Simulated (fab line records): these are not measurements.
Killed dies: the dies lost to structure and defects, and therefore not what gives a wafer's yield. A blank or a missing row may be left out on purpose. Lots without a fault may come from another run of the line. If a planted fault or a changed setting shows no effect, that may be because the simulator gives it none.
fab line records	flow n5Finfet
[record] lots = 11	wafers = 33	lastDay = 18
route steps=1938 shown BEOL_M12@1648 BEOL_M13@1662 PASSIVATION@1936
lots that met no fault: taken from a fault-free run of the same line
startH: start of the lot's first displayed wafer, in hours after the record's first day	waitH: hours from the lot's prior step to this one	" as in the row above	L1.1+2: a single row standing in for several wafers	- value missing, or start not given	* or withheld: withheld	< > ~ a bound
route shown NAME@n: names a module that has steps shown in the file, with the first one's number in the route	usual: mean/standard deviation of fault-free wafers	same: alike in all rows	chamber/n: place in a boat	sites: readings site by site	_std_site: standard deviation of those values	_edge_site: inner sites' mean taken away from outer sites' mean	radiusMm: how far each site lies from the wafer's centre	mask NAME#n: copy n	behind: tool/chamber where the wafer was last shaped	hold: the reason the lot was held/the length of the hold in hours/how it ended	device: the transistor (n, p or np) that didn't switch	end of line: tests run on the same wafers once the route is complete	where a step has no rows: the recipe by itself	killed: count of dies lost to structure and defects at first sort (not the wafer's yield)	map: a wafer's dies, marking killed ones x, the rest . and places with no die _
set.NAME: setting as actually run; set.NAME@STEP: the setting as run at that earlier step	model.NAME: the simulator's own value behind a step, which no gauge read
route steps across a sampled set of lots; one table per step, one row per wafer
services: when a tool's chamber went out of use (startH, in hours from the record's first day, below 0 if earlier), for how many hours, and the reason
[[steps]]
[step N5_BEOL_M12_SPUTTER_43]
[recipe] material = TaN	targetThkA = 150	tempC = 50	biasV = 168.6	powerW = 15000	chamberPressurePa = 0.12	timeS = 24.19
[usual] chamberPressurePa = 0.12001/0.00027	throttleValvePct = 29.9/1
lot.wafer	tool	chamber	startH	waitH	chamberPressurePa	throttleValvePct
L136.1	pvdSputter-02	-	249.16	0.0	0.11998	29.1
L136.3	"	-	"	"	0.11999	28.7
L136.5	"	-	"	"	0.11979	29.0
L137.2	pvdSputter-02	-	257.91	0.0	0.12031	29.1
L137.5	"	-	"	"	0.12042	29.2
L137.6	"	-	"	"	0.12012	29.6
L138.3	pvdSputter-02	-	266.60	0.0	0.11984	29.5
L138.5	"	-	"	"	0.12002	29.3
L138.6	"	-	"	"	0.11998	29.3
L141.1	pvdSputter-03	-	285.18	0.0	0.11997	29.3
L141.4	"	-	"	"	0.12031	29.9
L141.6	"	-	"	"	0.12015	29.2
L142.1	pvdSputter-02	-	298.02	0.0	0.11983	28.9
L142.2	"	-	"	"	0.12007	29.6
L142.5	"	-	"	"	0.12013	29.4
L149.1	pvdSputter-01	-	336.16	0.0	0.12005	31.9
L149.2	"	-	"	"	0.11982	29.9
L149.5	"	-	"	"	0.11954	31.8
L148.1	pvdSputter-03	-	353.96	0.0	0.12048	29.4
L148.3	"	-	"	"	0.12002	30.1
L148.5	"	-	"	"	0.12028	29.1
L152.1	pvdSputter-03	-	362.13	0.0	0.11985	29.7
L152.2	"	-	"	"	0.12003	29.4
L152.3	"	-	"	"	0.12026	30.1
L155.2	pvdSputter-02	-	362.89	0.0	0.12017	29.4
L155.3	"	-	"	"	0.12016	28.7
L155.4	"	-	"	"	0.12037	29.1
L154.2	pvdSputter-01	-	371.14	0.0	0.12035	31.9
L154.4	"	-	"	"	0.11972	30.7
L154.5	"	-	"	"	0.11974	30.8
L157.1	pvdSputter-03	-	407.08	0.0	0.11987	30.1
L157.5	"	-	"	"	0.12004	29.3
L157.6	"	-	"	"	0.11997	29.3
[step N5_BEOL_M12_ANNEAL_48]
[recipe] tempC = 225	timeS = 90	ambient = N2
[usual] wafer_temp_C_max = 226.2/0.71
lot.wafer	tool	chamber	startH	waitH	wafer_temp_C_max
L136.1	rtpAnneal-01	0	250.04	0.6	226.3
L136.3	"	0	"	"	226.6
L136.5	"	0	"	"	226.5
L137.2	rtpAnneal-01	0	258.38	0.1	226.9
L137.5	"	0	"	"	226.6
L137.6	"	0	"	"	226.5
L138.3	rtpAnneal-01	0	267.15	0.2	227.2
L138.5	"	0	"	"	227.2
L138.6	"	0	"	"	226.8
L141.1	rtpAnneal-02	0	285.60	0.1	225.7
L141.4	"	0	"	"	225.9
L141.6	"	0	"	"	225.7
L142.1	rtpAnneal-01	0	298.44	0.1	226.3
L142.2	"	0	"	"	226.9
L142.5	"	0	"	"	226.6
L149.1	rtpAnneal-01	0	336.58	0.1	226.8
L149.2	"	0	"	"	227.5
L149.5	"	0	"	"	226.7
L148.1	rtpAnneal-02	0	354.38	0.1	225.5
L148.3	"	0	"	"	225.7
L148.5	"	0	"	"	225.7
L152.1	rtpAnneal-01	0	362.56	0.1	227.1
L152.2	"	0	"	"	226.5
L152.3	"	0	"	"	226.9
L155.2	rtpAnneal-01	0	363.35	0.1	226.7
L155.3	"	0	"	"	226.5
L155.4	"	0	"	"	226.9
L154.2	rtpAnneal-02	0	371.84	0.3	225.5
L154.4	"	0	"	"	225.5
L154.5	"	0	"	"	225.2
L157.1	rtpAnneal-02	0	407.77	0.4	225.5
L157.5	"	0	"	"	225.6
L157.6	"	0	"	"	225.4
[step N5_BEOL_M12_DEP_53]
[recipe] material = SiCN	targetThkA = 300	tempC = withheld	precursor = 3MS/NH3	pressureTorr = 3	rfW = 675	timeS = 10.5
[usual] showerheadPlenumPTorr = 4.163/0.022	throttleValvePct = 18.1/1.9
lot.wafer	tool	chamber	startH	waitH	showerheadPlenumPTorr	throttleValvePct
L136.1	pecvd-03	0	250.71	0.0	4.172	17.4
L136.3	"	2	"	"	4.154	17.4
L136.5	"	0	"	"	4.178	17.5
L137.2	pecvd-04	0	259.00	0.0	4.145	22.4
L137.5	"	0	"	"	4.142	22.6
L137.6	"	2	"	"	4.114	17.1
L138.3	pecvd-01	2	267.71	0.0	4.168	15.3
L138.5	"	0	"	"	4.185	19.3
L138.6	"	1	"	"	4.152	17.1
L141.1	pecvd-01	2	286.26	0.0	4.168	15.5
L141.4	"	1	"	"	4.156	17.4
L141.6	"	1	"	"	4.140	17.0
L142.1	pecvd-03	2	299.10	0.0	4.151	17.8
L142.2	"	1	"	"	4.207	19.6
L142.5	"	2	"	"	4.165	17.9
L149.1	pecvd-04	1	337.23	0.0	4.155	18.3
L149.2	"	0	"	"	4.156	22.5
L149.5	"	0	"	"	4.157	22.5
L148.1	pecvd-03	1	355.03	0.0	4.199	19.3
L148.3	"	0	"	"	4.179	17.6
L148.5	"	0	"	"	4.189	17.6
L152.1	pecvd-03	1	363.21	0.0	4.200	19.1
L152.2	"	2	"	"	4.163	17.9
L152.3	"	0	"	"	4.180	17.7
L155.2	pecvd-03	2	363.96	0.0	4.155	17.6
L155.3	"	0	"	"	4.179	17.6
L155.4	"	2	"	"	4.157	17.6
L154.2	pecvd-03	1	372.44	0.0	4.197	19.4
L154.4	"	1	"	"	4.207	19.3
L154.5	"	0	"	"	4.178	17.5
L157.1	pecvd-03	2	408.44	0.0	4.149	17.9
L157.5	"	0	"	"	4.188	17.5
L157.6	"	2	"	"	4.148	18.3
[step N5_BEOL_M13_COAT_04]
[recipe] spinRpm = 1625	resistThkNm = 400
[usual] spinSpeedRpm = 1625.0/0.95
lot.wafer	tool	chamber	startH	waitH	spinSpeedRpm
L136.1	lithoTrack-03	0	251.02	-	1625.5
L136.3	"	0	"	"	1624.0
L136.5	"	0	"	"	1623.3
L137.2	lithoTrack-03	0	259.32	-	1624.0
L137.5	"	0	"	"	1624.1
L137.6	"	0	"	"	1626.4
L138.3	lithoTrack-02	0	268.02	-	1624.2
L138.5	"	0	"	"	1625.6
L138.6	"	0	"	"	1626.0
L141.1	lithoTrack-03	0	286.59	-	1625.4
L141.4	"	0	"	"	1624.9
L141.6	"	0	"	"	1625.2
L142.1	lithoTrack-02	0	299.47	-	1624.4
L142.2	"	0	"	"	1625.6
L142.5	"	0	"	"	1624.6
L149.1	lithoTrack-02	0	337.60	-	1739.1
L149.2	"	0	"	"	1739.8
L149.5	"	0	"	"	1739.0
L148.1	lithoTrack-02	0	355.35	-	1737.3
L148.3	"	0	"	"	1739.4
L148.5	"	0	"	"	1737.7
L152.1	lithoTrack-02	0	363.52	-	1738.2
L152.2	"	0	"	"	1738.2
L152.3	"	0	"	"	1739.1
L155.2	lithoTrack-05	0	364.27	-	1625.7
L155.3	"	0	"	"	1624.8
L155.4	"	0	"	"	1625.2
L154.2	lithoTrack-03	0	372.76	-	1623.3
L154.4	"	0	"	"	1623.1
L154.5	"	0	"	"	1625.0
L157.1	lithoTrack-05	0	408.84	-	1623.8
L157.5	"	0	"	"	1624.8
L157.6	"	0	"	"	1625.2
[step N5_BEOL_M13_STRIP_63]
[recipe] chemistry = N2/H2	powerW = 1000	tempC = 250	h2Frac = 0.65	overashFraction = 0.3	pressureMtorr = 1000	n2FlowSccm = 1750	h2FlowSccm = 3250
[usual] drypumpMotorCurrentA = 5.7/0.55	heaterPowerW = 343/40	oesProductAu = 0.675/0.0048	stripTimeToEndpointS = 28.5/1
lot.wafer	tool	chamber	startH	waitH	drypumpMotorCurrentA	heaterPowerW	oesProductAu	rfHoursCounterH	stripTimeToEndpointS
L136.1	plasmaAsher-02	0	252.05	-	5.8	379	0.670	86	28.2
L136.3	"	1	"	"	6.6	320	0.678	-	28.2
L136.5	"	0	"	"	5.8	382	0.670	-	25.9
L137.2	plasmaAsher-01	1	259.99	-	5.0	383	0.676	105	28.2
L137.5	"	1	"	"	5.0	375	0.671	-	28.3
L137.6	"	0	"	"	5.9	294	0.683	-	27.9
L138.3	plasmaAsher-01	1	268.84	-	5.0	372	0.679	-	29.7
L138.5	"	0	"	"	5.8	293	0.667	-	28.1
L138.6	"	1	"	"	5.0	382	0.663	-	28.0
L141.1	plasmaAsher-01	1	287.44	-	5.0	377	0.673	111	28.7
L141.4	"	1	"	"	5.0	374	0.681	-	29.7
L141.6	"	1	"	"	5.0	376	0.683	-	28.8
L142.1	plasmaAsher-02	1	300.17	-	6.6	320	0.671	95	29.1
L142.2	"	0	"	"	5.8	379	0.683	95	29.8
L142.5	"	1	"	"	6.6	320	0.670	-	28.8
L149.1	plasmaAsher-02	1	338.41	-	6.6	309	0.677	103	24.8
L149.2	"	0	"	"	5.8	385	0.681	103	25.5
L149.5	"	0	"	"	5.8	379	0.672	-	24.7
L148.1	plasmaAsher-02	0	356.02	-	5.8	386	0.667	106	25.5
L148.3	"	0	"	"	5.8	383	0.664	-	25.4
L148.5	"	1	"	"	6.6	309	0.670	-	24.6
L152.1	plasmaAsher-01	0	364.33	-	5.8	298	0.670	125	26.4
L152.2	"	1	"	"	5.0	383	0.672	125	23.7
L152.3	"	0	"	"	5.9	292	0.666	-	25.0
L155.2	plasmaAsher-01	0	365.17	-	5.9	300	0.677	126	30.8
L155.3	"	0	"	"	5.9	290	0.675	-	27.7
L155.4	"	1	"	"	5.0	381	0.671	-	25.6
L154.2	plasmaAsher-01	1	373.57	-	5.0	378	0.677	127	28.7
L154.4	"	1	"	"	5.0	385	0.683	-	26.6
L154.5	"	0	"	"	5.9	300	0.671	-	26.8
L157.1	plasmaAsher-02	1	409.52	-	6.6	318	0.676	118	29.3
L157.5	"	0	"	"	5.8	382	0.671	-	28.3
L157.6	"	1	"	"	6.6	325	0.686	-	28.7
[step N5_PASSIVATION_PROBE_49]
[usual] defectLimitedYield = 91.4/1.3	killed_at_M0_to_M3 = 34/10	killed_at_M4_up = 14/5.6	killedAtContacts = 13/5.9	killedAtFrontEnd = 37/9.9	killedAtOther = 3.5/2.8	killedDies = 101/15	killedOpen = 67/12	killedShort = 32/6.6	sort_bin_4_leakage = 0.00/0.014	sort_bin_5_function = 5.0/0.81	sort_bin_6_memory = 3.2/0.66	sortNPass = 1079/15	sortYieldPct = 91.4/1.3
[same] grossDies = 1180	killedAtBackSide = 0	sort_bin_8_speed[%] = 0
lot.wafer	tool	chamber	startH	waitH	defectLimitedYield[%]	killed_at_M0_to_M3	killed_at_M4_up	killedAtContacts	killedAtFrontEnd	killedAtOther	killedDies	killedOpen	killedShort	sort_bin_4_leakage[%]	sort_bin_5_function[%]	sort_bin_6_memory[%]	sortNPass	sortYieldPct[%]
L137.2	prober-02	-	288.47	0.1	92.5	39	12	8	26	3	88	59	28	0	4.0	3.2	1092	92.5
L137.5	prober-02	-	288.62	0.2	92.6	33	22	4	26	2	87	61	23	0	4.4	2.5	1093	92.6
L137.6	prober-02	-	288.67	0.3	92.4	34	14	8	30	4	90	55	34	0	4.3	3.2	1090	92.4
L138.3	prober-02	-	308.74	0.1	91.7	29	11	19	35	4	98	65	32	0	5.1	2.8	1082	91.7
L138.5	prober-02	-	308.84	0.2	91.9	38	14	11	31	2	96	68	28	0	4.8	3.1	1084	91.9
L138.6	prober-02	-	308.89	0.3	90.8	42	15	11	41	0	109	81	28	0	6.4	2.5	1071	90.8
L141.1	prober-01	-	316.64	0.0	90.6	29	14	12	51	5	111	72	36	0	5.9	3.1	1069	90.6
L141.4	prober-01	-	316.79	0.2	88.6	34	23	22	50	5	134	86	47	0	6.7	4.0	1046	88.6
L141.6	prober-01	-	316.89	0.3	90.9	40	11	9	41	6	107	71	35	0	5.2	3.2	1073	90.9
L142.1	prober-01	-	328.61	0.0	95.2	18	11	3	24	1	57	38	19	0	2.6	1.9	1123	95.2
L142.2	prober-01	-	328.66	0.1	91.9	26	12	9	43	5	95	56	38	0	4.7	3.0	1085	91.9
L142.5	prober-01	-	328.81	0.2	93.3	17	13	6	39	4	79	57	22	0	3.6	2.9	1101	93.3
L149.1	prober-01	-	371.93	0.0	91.8	23	14	9	51	0	97	73	24	0	5.4	2.5	1083	91.8
L149.2	prober-01	-	371.98	0.1	91.9	33	21	8	34	0	96	64	32	0.17	4.6	3.4	1082	91.7
L149.5	prober-01	-	372.13	0.2	87.6	55	20	21	45	5	146	96	50	0	7.1	4.5	1034	87.6
L152.1	prober-01	-	395.85	0.0	93.6	26	12	4	25	9	76	45	29	0	4.0	2.0	1104	93.6
L152.2	prober-01	-	395.90	0.1	92.2	37	14	5	32	4	92	60	32	0	4.8	2.9	1088	92.2
L152.3	prober-01	-	395.95	0.1	91.2	40	4	17	39	4	104	58	45	0	5.2	3.5	1076	91.2
L155.2	prober-01	-	397.32	0.1	90.0	52	27	4	29	6	118	86	31	0	5.5	4.4	1062	90.0
L155.3	prober-01	-	397.37	0.1	92.5	32	13	13	28	3	89	50	39	0	4.6	2.5	1091	92.5
L155.4	prober-01	-	397.42	0.2	91.1	50	13	6	33	3	105	76	29	0	5.4	3.3	1075	91.1
L154.2	prober-02	-	404.77	0.1	90.8	34	8	10	53	4	109	70	32	0	5.2	3.3	1071	90.8
L154.4	prober-02	-	404.87	0.2	91.9	37	14	8	31	6	96	67	27	0	4.7	3.3	1084	91.9
L154.5	prober-02	-	404.92	0.2	90.9	38	7	10	50	2	107	79	27	0	4.8	3.9	1073	90.9
// killed by level:class
L137.2 BEOL_M2:geometricParticle:open=9 STI_FIN_REVEAL:geometricParticle:open=8 MOL_CONTACT_COAG:geometricParticle:open=8 BEOL_M0_SAQP:geometricParticle:open=6 GATE_CUT:geometricParticle:short=5 BEOL_M0_SAQP:geometricParticle:short=5 BEOL_M0:geometricParticle:open=5 BEOL_M1:geometricParticle:open=4
L137.5 BEOL_M2:geometricParticle:open=12 BEOL_M4:geometricParticle:open=10 GATE_CUT:geometricParticle:short=6 BEOL_M0_SAQP:geometricParticle:open=6 STI_FIN_REVEAL:geometricParticle:open=4 BEOL_M1:geometricParticle:open=4 FIN_SAQP:geometricParticle:open=3 GATE_CUT:geometricParticle:open=3
L137.6 MOL_CONTACT_COAG:geometricParticle:open=7 FIN_SAQP:geometricParticle:short=6 BEOL_M0_SAQP:geometricParticle:short=6 STI_FIN_REVEAL:geometricParticle:open=5 BEOL_M0_SAQP:geometricParticle:open=5 BEOL_M2:geometricParticle:open=5 BEOL_M4:geometricParticle:open=5 BEOL_M1:geometricParticle:short=4
L138.3 MOL_CONTACT_COAG:geometricParticle:open=16 FIN_SAQP:geometricParticle:open=10 FIN_SAQP:geometricParticle:short=6 BEOL_M0_SAQP:geometricParticle:open=6 GATE_CUT:geometricParticle:short=5 BEOL_M0_SAQP:geometricParticle:short=5 STI_FIN_REVEAL:geometricParticle:open=4 BEOL_M4:geometricParticle:open=4
L138.5 BEOL_M3:geometricParticle:open=14 MOL_CONTACT_COAG:geometricParticle:open=10 STI_FIN_REVEAL:geometricParticle:open=8 BEOL_M4:geometricParticle:open=8 FIN_SAQP:geometricParticle:open=6 BEOL_M2:geometricParticle:open=6 BEOL_M0_SAQP:geometricParticle:short=4 BEOL_M3:geometricParticle:short=4
L138.6 FIN_SAQP:geometricParticle:open=13 STI_FIN_REVEAL:geometricParticle:open=12 BEOL_M2:geometricParticle:open=12 BEOL_M3:geometricParticle:open=8 MOL_CONTACT_COAG:geometricParticle:open=7 BEOL_M4:geometricParticle:open=6 BEOL_M1:geometricParticle:open=5 BEOL_M3:geometricParticle:short=5
L141.1 STI_FIN_REVEAL:geometricParticle:open=14 MOL_CONTACT_COAG:geometricParticle:open=11 FIN_SAQP:geometricParticle:short=8 BEOL_M1:geometricParticle:open=8 BEOL_M4:geometricParticle:open=7 STI_FIN_REVEAL:geometricParticle:short=6 FIN_SAQP:geometricParticle:open=5 GATE_CUT:geometricParticle:short=4
L141.4 FIN_SAQP:geometricParticle:short=19 MOL_CONTACT_COAG:geometricParticle:open=17 FIN_SAQP:geometricParticle:open=12 BEOL_M1:geometricParticle:open=11 BEOL_M4:geometricParticle:open=10 BEOL_M0_SAQP:geometricParticle:open=10 STI_FIN_REVEAL:geometricParticle:open=5 MOL_CONTACT_COAG:geometricParticle:short=5
L141.6 DUMMY_GATE:geometricParticle:open=10 MOL_CONTACT_COAG:geometricParticle:open=9 BEOL_M1:geometricParticle:open=8 STI_FIN_REVEAL:geometricParticle:open=7 BEOL_M0:geometricParticle:open=7 GATE_CUT:geometricParticle:short=5 BEOL_M4:geometricParticle:open=5 BEOL_M0:geometricParticle:short=5
L142.1 FIN_SAQP:geometricParticle:open=10 GATE_CUT:geometricParticle:short=5 BEOL_M2:geometricParticle:open=5 BEOL_M4:geometricParticle:open=4 STI_FIN_REVEAL:geometricParticle:open=3 MOL_CONTACT_COAG:geometricParticle:open=3 BEOL_M0_SAQP:geometricParticle:short=3 BEOL_M1:geometricParticle:short=3
L142.2 FIN_SAQP:geometricParticle:open=19 FIN_SAQP:geometricParticle:short=10 BEOL_M4:geometricParticle:open=7 MOL_CONTACT_COAG:geometricParticle:open=6 BEOL_M0_SAQP:geometricParticle:short=6 BEOL_M2:geometricParticle:open=6 DUMMY_GATE:geometricParticle:open=5 GATE_CUT:geometricParticle:short=4
L142.5 FIN_SAQP:geometricParticle:open=18 FIN_SAQP:geometricParticle:short=11 BEOL_M5:geometricParticle:open=7 BEOL_M1:geometricParticle:open=5 MOL_CONTACT_COAG:geometricParticle:open=4 BEOL_M0_SAQP:geometricParticle:short=4 STARTING-WAFER:geometricParticle:short=3 BEOL_M0_SAQP:geometricParticle:open=3
L149.1 STI_FIN_REVEAL:geometricParticle:open=24 FIN_SAQP:geometricParticle:open=7 BEOL_M0_SAQP:geometricParticle:open=6 BEOL_M4:geometricParticle:open=6 STI_FIN_REVEAL:geometricParticle:short=5 MOL_CONTACT_COAG:geometricParticle:open=5 BEOL_M3:geometricParticle:open=4 ILD0:geometricParticle:short=4
L149.2 STI_FIN_REVEAL:geometricParticle:open=11 BEOL_M0_SAQP:geometricParticle:short=11 BEOL_M4:geometricParticle:open=7 MOL_CONTACT_COAG:geometricParticle:open=6 BEOL_M2:geometricParticle:open=6 BEOL_M3:geometricParticle:short=5 BEOL_M8:geometricParticle:open=5 BEOL_M0_SAQP:geometricParticle:open=4
L149.5 MOL_CONTACT_COAG:geometricParticle:open=18 STI_FIN_REVEAL:geometricParticle:open=12 BEOL_M1:geometricParticle:open=12 BEOL_M0_SAQP:geometricParticle:short=11 BEOL_M0_SAQP:geometricParticle:open=11 BEOL_M4:geometricParticle:open=9 BEOL_M3:geometricParticle:open=7 ILD0:geometricParticle:short=6
L152.1 BEOL_M0_SAQP:geometricParticle:short=8 BEOL_M2:geometricParticle:open=8 BEOL_M4:geometricParticle:open=5 FIN_SAQP:geometricParticle:open=4 STI_FIN_REVEAL:geometricParticle:open=3 DUMMY_GATE:geometricParticle:open=3 GATE_CUT:geometricParticle:short=3 GATE_CUT:geometricParticle:open=3
L152.2 BEOL_M0_SAQP:geometricParticle:short=15 FIN_SAQP:geometricParticle:open=10 BEOL_M2:geometricParticle:open=9 BEOL_M4:geometricParticle:open=9 FIN_SAQP:geometricParticle:short=7 STI_FIN_REVEAL:geometricParticle:open=7 BEOL_M0_SAQP:geometricParticle:open=7 MOL_CONTACT_COAG:geometricParticle:open=4
L152.3 BEOL_M0_SAQP:geometricParticle:short=18 MOL_CONTACT_COAG:geometricParticle:open=15 BEOL_M0_SAQP:geometricParticle:open=10 STI_FIN_REVEAL:geometricParticle:open=6 DUMMY_GATE:geometricParticle:open=6 GATE_CUT:geometricParticle:short=6 FIN_SAQP:geometricParticle:short=5 BEOL_M1:geometricParticle:open=4
L155.2 BEOL_M0_SAQP:geometricParticle:open=14 BEOL_M4:geometricParticle:open=13 BEOL_M0_SAQP:geometricParticle:short=10 BEOL_M0:geometricParticle:open=9 BEOL_M3:geometricParticle:open=9 FIN_SAQP:geometricParticle:open=5 STI_FIN_REVEAL:geometricParticle:open=5 GATE_CUT:geometricParticle:short=4
L155.3 GATE_CUT:geometricParticle:short=9 BEOL_M0_SAQP:geometricParticle:short=8 BEOL_M4:geometricParticle:open=8 MOL_CONTACT_COAG:geometricParticle:open=7 MOL_CONTACT_COAG:geometricParticle:short=6 BEOL_M2:geometricParticle:open=5 BEOL_M0_SAQP:geometricParticle:open=4 BEOL_M1:geometricParticle:short=4
L155.4 BEOL_M3:geometricParticle:open=11 BEOL_M0_SAQP:geometricParticle:open=10 BEOL_M0_SAQP:geometricParticle:short=8 BEOL_M4:geometricParticle:open=8 BEOL_M2:geometricParticle:open=8 FIN_SAQP:geometricParticle:open=7 STI_FIN_REVEAL:geometricParticle:open=5 GATE_CUT:geometricParticle:short=5
L154.2 STI_FIN_REVEAL:geometricParticle:open=15 FIN_SAQP:geometricParticle:open=11 BEOL_M2:geometricParticle:open=9 GATE_CUT:geometricParticle:short=8 BEOL_M3:geometricParticle:open=7 MOL_CONTACT_COAG:geometricParticle:open=6 BEOL_M3:geometricParticle:short=6 HKMG_FIN:areaEtch=6
L154.4 BEOL_M3:geometricParticle:open=16 MOL_CONTACT_COAG:geometricParticle:open=7 STI_FIN_REVEAL:geometricParticle:open=5 BEOL_M0_SAQP:geometricParticle:short=5 BEOL_M4:geometricParticle:open=5 BEOL_M1:geometricParticle:open=4 STARTING-WAFER:geometricParticle:open=4 DUMMY_GATE:geometricParticle:short=4
L154.5 SPACER0:geometricParticle:open=13 FIN_SAQP:geometricParticle:open=11 BEOL_M3:geometricParticle:open=11 MOL_CONTACT_COAG:geometricParticle:open=7 DUMMY_GATE:geometricParticle:open=7 BEOL_M0:geometricParticle:open=6 BEOL_M0_SAQP:geometricParticle:open=5 STI_FIN_REVEAL:geometricParticle:open=4
[[services]]
tool	chamber	startH	hours	kind
pecvd-04	-	229.60	7.4	repair
plasmaAsher-02	-	255.00	1.6	repair
plasmaAsher-02	-	263.62	3.1	repair
pecvd-01	0	272.18	70.1	repair
rtpAnneal-02	-	287.30	3.2	pm
pecvd-03	-	309.27	0.5	repair
pecvd-04	-	319.34	11.9	repair
lithoTrack-02	-	319.96	-	consumableReplace:filter
pecvd-03	1	335.09	5.5	scheduledDown
pecvd-03	-	358.62	2.8	repair
plasmaAsher-01	-	372.18	0.5	repair
rtpAnneal-01	-	374.98	5.1	pm
pecvd-04	0	378.83	2.1	scheduledDown
pecvd-03	1	383.62	-	clean
pecvd-03	1	383.62	-	consumableReplace:showerhead
pecvd-03	1	383.62	29.0	scheduledDown
pecvd-03	1	383.62	29.0	ventCycle
pecvd-03	2	399.30	5.5	scheduledDown
pecvd-01	1	403.15	5.5	scheduledDown
[[key]]
[firstSign] step = N5_BEOL_M13_COAT_04	reading = spinSpeedRpm	direction = up	sigmas = 99+	usual = *	struck = *
[effect] step = N5_BEOL_M13_STRIP_63	reading = stripTimeToEndpointS	direction = down	sigmas = 3.3	usual = *	struck = *
metAt N5_BEOL_M13_COAT_04
struckLots L148,L149,L152
notActingAt N5_BEOL_M12_SPUTTER_43,N5_BEOL_M12_ANNEAL_48,N5_BEOL_M12_DEP_53
onsetBetween 299.47 337.60
[fault] kind = processParameterDrift	tool = lithoTrack-02	chamber = -	onsetH = 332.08	steps = N5_BEOL_M13_COAT_04	channel = spinRpm	offset = *	shape = step	endH = 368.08	actsIn = *	stated = *
